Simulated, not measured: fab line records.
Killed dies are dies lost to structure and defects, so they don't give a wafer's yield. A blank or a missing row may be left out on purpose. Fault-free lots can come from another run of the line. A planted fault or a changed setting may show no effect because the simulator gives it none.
Matching of chambers	flow n5 finfet	4 sister chambers for N5_FIN_SAQP_HM_OPEN_73 on rie diel-05
The step chemistry CHF3/O2, target SiO2, stops on a-Si, target depth 12 nm, time 16.8 s. 4 wafers are shown with their chamber, then 9 later ones without.

## WAFERS WITH THEIR CHAMBER
wafer	chamber	showerhead plenum p Torr (Torr)
L080.5	3	2.28
L083.1	2	2.50
L083.3	1	2.36
L083.5	0	2.36

## WAFERS WITHOUT THEIR CHAMBER
wafer	showerhead plenum p Torr (Torr)
L084.3	2.50
L084.4	2.50
L084.6	2.36
L085.3	2.57
L085.5	2.36
L085.6	2.57
L091.3	2.56
L091.5	2.36
L091.6	2.35

## CHAMBER TAKEN BY EACH
wafer	from the rows above	in truth
L084.3	2	2
L084.4	2	2
L084.6	can't be placed: 0 or 1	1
L085.3	2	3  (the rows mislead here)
L085.5	can't be placed: 0 or 1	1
L085.6	2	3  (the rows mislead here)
L091.3	2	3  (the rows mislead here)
L091.5	can't be placed: 0 or 1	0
L091.6	can't be placed: 0 or 1 or 3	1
Correct placement for 2 of the 9. These rows do not allow placing 4 (true chamber among the candidates in 4). Wrongly placed: 3.
How it was worked out, from the rows above alone: a wafer's distance from a chamber is the root of the sum, over the readings, of the square of ((its reading less the chamber's mean) divided by the reading's scatter). If the next closest chamber is less than 2 further off than the closest, the wafer can't be placed; otherwise it belongs to the closest. A chamber's mean is the mean of its shown wafers. The scatter: root of mean squared gap, hidden wafer to nearest shown wafer, with one shown wafer a chamber.
